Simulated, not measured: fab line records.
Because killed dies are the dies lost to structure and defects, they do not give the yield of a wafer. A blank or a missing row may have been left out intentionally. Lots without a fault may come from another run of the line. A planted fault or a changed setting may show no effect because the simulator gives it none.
Split-lot trial + flow n5-finfet + 7 lots, 21 wafers read, on a route of 1938 steps

== SPLIT DETAILS ==
At N5_WELL_APT_COAT_02 (resist thk 950 nm), the setting spin-rpm was moved away from the recipe's 1357 rpm on 9 of the 21 wafers read, by -9.8% to +6.3%. This setting was run at the recipe's value on the other wafers.

Reading taken at the split's own step.

== THE READING ==
coat_of_WELL_APT_COAT_02.thk-nm (the simulator's own value, which no gauge read), in nm, at N5_WELL_APT_COAT_02 (resist thk 950 nm). The file does not state a usual value for it. Here, 12 wafers ran the recipe; their average is 950.4 nm with a standard deviation of 2.3 nm.

| wafer  | tool, chamber at the split | spin-rpm as run, rpm | against the recipe | coat_of_WELL_APT_COAT_02.thk-nm, nm | against lot-mates on the recipe |
|--------|----------------------------|----------------------|--------------------|-------------------------------------|---------------------------------|
| L075.2 | litho-track-05, 0          | 1357                 | recipe             | 951.8                               | -                               |
| L075.4 | litho-track-05, 0          | 1274                 | -6.1%              | 984.4                               | +33.4                           |
| L075.5 | litho-track-05, 0          | 1357                 | recipe             | 950.2                               | -                               |
| L081.4 | litho-track-05, 0          | 1309                 | -3.5%              | 972                                 | +20.5                           |
| L081.5 | litho-track-05, 0          | 1357                 | recipe             | 950.4                               | -                               |
| L081.6 | litho-track-05, 0          | 1357                 | recipe             | 952.6                               | -                               |
| L082.2 | litho-track-05, 0          | 1442                 | +6.3%              | 922.8                               | -25.2                           |
| L082.3 | litho-track-05, 0          | 1442                 | +6.3%              | 920                                 | -28.0                           |
| L082.6 | litho-track-05, 0          | 1357                 | recipe             | 948                                 | -                               |
| L085.1 | litho-track-01, 0          | 1237                 | -8.8%              | 991.4                               | +43.3                           |
| L085.2 | litho-track-01, 0          | 1357                 | recipe             | 948.1                               | -                               |
| L085.5 | litho-track-01, 0          | 1237                 | -8.8%              | 992.9                               | +44.8                           |
| L088.2 | litho-track-05, 0          | 1318                 | -2.9%              | 968.5                               | +16.0                           |
| L088.5 | litho-track-05, 0          | 1357                 | recipe             | 950.8                               | -                               |
| L088.6 | litho-track-05, 0          | 1357                 | recipe             | 954.3                               | -                               |
| L093.2 | litho-track-05, 0          | 1357                 | recipe             | 948.5                               | -                               |
| L093.4 | litho-track-05, 0          | 1357                 | recipe             | 952.9                               | -                               |
| L093.6 | litho-track-05, 0          | 1357                 | recipe             | 950.8                               | -                               |
| L095.1 | litho-track-02, 0          | 1224                 | -9.8%              | 992.2                               | +46.3                           |
| L095.3 | litho-track-02, 0          | 1357                 | recipe             | 945.9                               | -                               |
| L095.4 | litho-track-02, 0          | 1224                 | -9.8%              | 992.7                               | +46.8                           |

FIT RESULTS
A straight line over all 21 wafers: coat_of_WELL_APT_COAT_02.thk-nm changes by -4.63 nm for each +1% of spin-rpm; r = -0.99; the points scatter about the line by 3 nm.
The same after taking each lot's own level away (the mean of its wafers on the recipe; 21 wafers): -4.76 nm for each +1%; r = -1.00; scatter 1.9 nm.
Per that fit: largest spin-rpm move, reading shift of 47 nm.
From 945.90 to 952.55 nm: that is the span of the lots' own levels, equal to 2.9 times the standard deviation above.
The two slopes are in agreement: the lot-to-lot level therefore moves the slope only a little.
Check: with one of the wafers moved furthest among these (-9.8%) left out of the fit, the line predicts +48 nm for it against its lot-mates. Against them it came out at +46.3 nm.

== FILE'S OWN FIT ==
coat_of_WELL_APT_COAT_02.thk-nm changes by -4.91 nm for each +1% of spin-rpm, r = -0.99.
